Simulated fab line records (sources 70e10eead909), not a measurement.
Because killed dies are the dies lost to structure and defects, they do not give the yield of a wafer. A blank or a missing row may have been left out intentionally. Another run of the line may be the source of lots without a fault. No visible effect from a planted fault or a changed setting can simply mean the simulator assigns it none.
Which of the tools did it?	flow nand harc	36 wafers from 12 lots sampled at 3 of the route's 1159 steps

## WHAT THE GAUGES SHOWED, per wafer
NHARC_A_WL_FILL_INSPECT_15.
lot	measured	on	raw defect count
L075	day 16 03:24	defect inspect-01	398 481 727
L078	day 16 17:17	defect inspect-01	369 311 398
L080	day 17 06:16	defect inspect-02	439 549 387
L083	day 17 18:09	defect inspect-01	725 746 684
L081	day 18 11:43	defect inspect-01	299 358 265
L084	day 18 20:10	defect inspect-01	387 474 471
L087	day 19 01:11	defect inspect-02	346 427 354
L089	day 19 13:20	defect inspect-01	245 362 336
L091	day 20 02:02	defect inspect-02	372 359 326
L092	day 20 11:35	defect inspect-01	615 655 926
L095	day 20 15:01	defect inspect-02	251 362 463
L096	day 21 17:53	defect inspect-01	311 370 444

## WHICH TOOL RAN EACH LOT (tool, then ch and the chambers of the sampled wafers, then the start)
lot	NHARC_A_WL_FILL_ETCHBACK_05	NHARC_A_WL_FILL_ETCHBACK_26
L075	rie metal-02 ch 0,1, day 15 05:28	rie si-02 ch 0,1,2, day 15 19:22
L078	rie metal-03 ch 0,1, day 15 17:30	rie si-04 ch 0,2, day 16 08:52
L080	rie metal-01 ch 1, day 16 06:26	rie si-02 ch 0,2,3, day 17 00:22
L083	rie metal-01 ch 0,1, day 16 12:25	rie si-05 ch 0,1,3, day 17 05:14
L081	rie metal-01 ch 0, day 17 13:10	rie si-02 ch 0,3, day 18 05:41
L084	rie metal-03 ch 1, day 17 19:56	rie si-02 ch 0,3, day 18 11:52
L087	rie metal-01 ch 0,1, day 18 02:14	rie si-02 ch 0,1, day 18 19:10
L089	rie metal-03 ch 0,1, day 18 14:04	rie si-02 ch 0,1,3, day 19 06:07
L091	rie metal-03 ch 0,1, day 19 04:25	rie si-04 ch 1,2, day 19 17:03
L092	rie metal-02 ch 0,1, day 19 11:35	rie si-02 ch 0,1,3, day 20 05:19
L095	rie metal-02 ch 0,1, day 19 19:44	rie si-05 ch 0,2,3, day 20 08:17
L096	rie metal-01 ch 0,1, day 20 19:55	rie si-02 ch 0,2,3, day 21 11:17
- NHARC_A_WL_FILL_ETCHBACK_05: etches the open film in Cl2/BCl3, target depth 22 nm, time 60 s.
- NHARC_A_WL_FILL_ETCHBACK_26: etches the open film in HBr, target depth 52 nm, time 13.3 s.

## THE ANSWER, worked out from the rows above alone
Rule: the lots themselves supply what counts as usual. The widest of any qualifying gaps counts: lots, ordered by their means at a reading, are off when they make up no more than a third of the lots, leave a main group of 4 or more, and stand apart from it by 3 or more times the standard deviation of that group's means. A main group is skipped when, at the precision printed for the reading in the tables above, its means are all equal. A lot without any number at a reading at which 4 lots or more have one is off too. All remaining lots with rows at the step are treated as sound.
Across all readings shown, no lot is off: no conclusion can be drawn from this.

## WHAT THE SIMULATOR HAD PUT IN
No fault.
